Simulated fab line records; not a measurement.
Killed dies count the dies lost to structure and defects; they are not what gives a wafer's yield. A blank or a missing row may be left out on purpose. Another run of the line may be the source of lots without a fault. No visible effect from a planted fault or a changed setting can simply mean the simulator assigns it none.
Matching of chambers	flow n5-finfet	4 sister chambers for N5_HKMG_FIN_STRIP_34 on rie-diel-01
The step strips in CF4. 4 wafers are shown with their chamber, then 11 later ones without.

== WAFERS, EACH WITH ITS CHAMBER ==
wafer	chamber	showerhead-plenum-p-Torr (Torr)
L090.5	3	1.76
L092.2	0	1.89
L092.4	1	1.87
L093.2	2	1.85

== WAFERS MISSING THEIR CHAMBER ==
wafer	showerhead-plenum-p-Torr (Torr)
L093.4	1.89
L093.6	1.76
L076.2	1.87
L076.3	1.76
L076.5	1.89
L097.1	1.89
L097.3	1.85
L097.6	1.88
L096.1	1.85
L096.3	1.88
L096.4	1.75

== EACH ONE'S CHAMBER ==
wafer	from the rows above	in truth
L093.4	0	0
L093.6	3	3
L076.2	1	1
L076.3	3	3
L076.5	0	0
L097.1	0	0
L097.3	2	2
L097.6	can't be placed: 1 or 0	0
L096.1	2	2
L096.3	can't be placed: 1 or 0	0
L096.4	3	3
Correctly placed: 9 of 11. From these rows, 2 cannot be placed; in 2 the true chamber is one of the candidates. Wrongly placed: 0.
How it was worked out, from the rows above alone: a wafer's distance from a chamber is the root of the sum, over the readings, of the square of ((its reading less the chamber's mean) divided by the reading's scatter). If the next closest chamber is less than 2 further off than the closest, the wafer can't be placed; otherwise it belongs to the closest. Each chamber's mean is taken over the wafers shown for it. The scatter: with one shown wafer a chamber, the root of the mean of the squares of how far each hidden wafer lies from its nearest shown one.
